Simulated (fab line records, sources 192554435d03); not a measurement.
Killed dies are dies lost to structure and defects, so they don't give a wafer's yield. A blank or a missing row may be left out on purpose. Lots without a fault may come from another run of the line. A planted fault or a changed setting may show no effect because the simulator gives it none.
Split-lot experiment | flow n5_finfet | 7 lots, 21 wafers read, on a route of 1938 steps

THE SPLIT
At N5_BEOL_M11_VIA_ETCH_34 (etches SiCOH lowk in C4F6/O2, target depth 184.5 nm, time 69.2 s), the setting time_s was moved away from the recipe's 69.2 s on 10 of the 21 wafers read, by -20.6% to +11.5%. The other wafers ran this setting at the recipe's value.

The reading is taken at the split's own step.

THE READING
SOC_of_BEOL_M11_COAT_63.thk_nm (the simulator's own value, which no gauge read), in nm, at N5_BEOL_M11_VIA_ETCH_34 (etches SiCOH lowk in C4F6/O2, target depth 184.5 nm, time 69.2 s). The file gives no usual value for it. The 11 wafers here that ran the recipe average 92.1 nm, standard deviation 0.39 nm.

wafer  | tool, chamber at the split | time_s as run, s | against the recipe | SOC_of_BEOL_M11_COAT_63.thk_nm, nm | against lot-mates on the recipe
L081.2 | rie_diel-03, 2             | 69.2             | recipe             | 91.8                               | -
L081.3 | rie_diel-03, 0             | 76.78            | +11.0%             | 91.4                               | -0.4
L081.6 | rie_diel-03, 0             | 69.2             | recipe             | 91.8                               | -
L082.2 | rie_diel-01, 0             | 69.2             | recipe             | 91.8                               | -
L082.3 | rie_diel-01, 3             | 69.2             | recipe             | 92.8                               | -
L082.5 | rie_diel-01, 0             | 60.26            | -12.9%             | 93                                 | +0.7
L088.1 | rie_diel-03, 0             | 77.15            | +11.5%             | 91.2                               | no lot-mate on the recipe
L088.4 | rie_diel-03, 1             | 77.15            | +11.5%             | 91.2                               | no lot-mate on the recipe
L088.5 | rie_diel-03, 3             | 77.15            | +11.5%             | 90.8                               | no lot-mate on the recipe
L087.1 | rie_diel-01, 0             | 54.97            | -20.6%             | 93.4                               | +1.1
L087.3 | rie_diel-01, 2             | 69.2             | recipe             | 92.2                               | -
L087.5 | rie_diel-01, 2             | 69.2             | recipe             | 92.4                               | -
L089.3 | rie_diel-03, 2             | 69.2             | recipe             | 92                                 | -
L089.4 | rie_diel-03, 3             | 61.54            | -11.1%             | 92.4                               | +0.4
L089.5 | rie_diel-03, 3             | 61.54            | -11.1%             | 92.6                               | +0.6
L092.2 | rie_diel-03, 0             | 56.21            | -18.8%             | 93                                 | +1.6
L092.5 | rie_diel-03, 0             | 69.2             | recipe             | 91.4                               | -
L092.6 | rie_diel-03, 3             | 56.21            | -18.8%             | 93.2                               | +1.8
L096.3 | rie_diel-01, 1             | 69.2             | recipe             | 92.2                               | -
L096.4 | rie_diel-01, 2             | 69.2             | recipe             | 92.4                               | -
L096.5 | rie_diel-01, 2             | 69.2             | recipe             | 92.6                               | -

THE FIT
A straight line over all 21 wafers: SOC_of_BEOL_M11_COAT_63.thk_nm changes by -0.064 nm for each +1% of time_s; r = -0.88; the points scatter about the line by 0.35 nm.
The same after taking each lot's own level away (the mean of its wafers on the recipe; 18 wafers): -0.0658 nm for each +1%; r = -0.90; scatter 0.29 nm.
On that fit, the largest move of time_s shifts the reading by 1.4 nm.
The lots' own levels span 91.40 to 92.40 nm, that is 2.5 times the standard deviation above.
So the lot-to-lot level changes the slope little: the two slopes agree.
Check: with one of the wafers moved furthest among these (-20.6%) left out of the fit, the line predicts +1.47 nm for it against its lot-mates. It came out at +1.1 nm against them.

OTHER SPLITS ON THESE WAFERS
These wafers also went through other splits before the reading. Each is held against what the fit with the lots' levels taken away leaves over:
other split on the same wafers | wafers away from the commonest value | r with SOC_of_BEOL_M11_COAT_63.thk_nm (lot level and that fit taken away)
N5_BEOL_M10_ETCH_62 time_s     | 6                                    | -0.22
N5_BEOL_M10_PEB_26 peb_time_s  | 5                                    | +0.17

THE WHOLE CHAIN: every reading that the file lists as answering this split, in the file's order
step                    | what it does                                                     | reading                                                                         | change (the file's fit)               | r (the file's)
N5_BEOL_M11_VIA_ETCH_34 | etches SiCOH lowk in C4F6/O2, target depth 184.5 nm, time 69.2 s | etch.depth_nm (the simulator's own value, which no gauge read)                  | +1.78 nm for each +1% of the setting  | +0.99
N5_BEOL_M11_VIA_ETCH_34 | etches SiCOH lowk in C4F6/O2, target depth 184.5 nm, time 69.2 s | SOC_of_BEOL_M11_COAT_63.thk_nm (the simulator's own value, which no gauge read) | -0.062 nm for each +1% of the setting | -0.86

THE FILE'S OWN FIT
SOC_of_BEOL_M11_COAT_63.thk_nm changes by -0.062 nm for each +1% of time_s, r = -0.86.
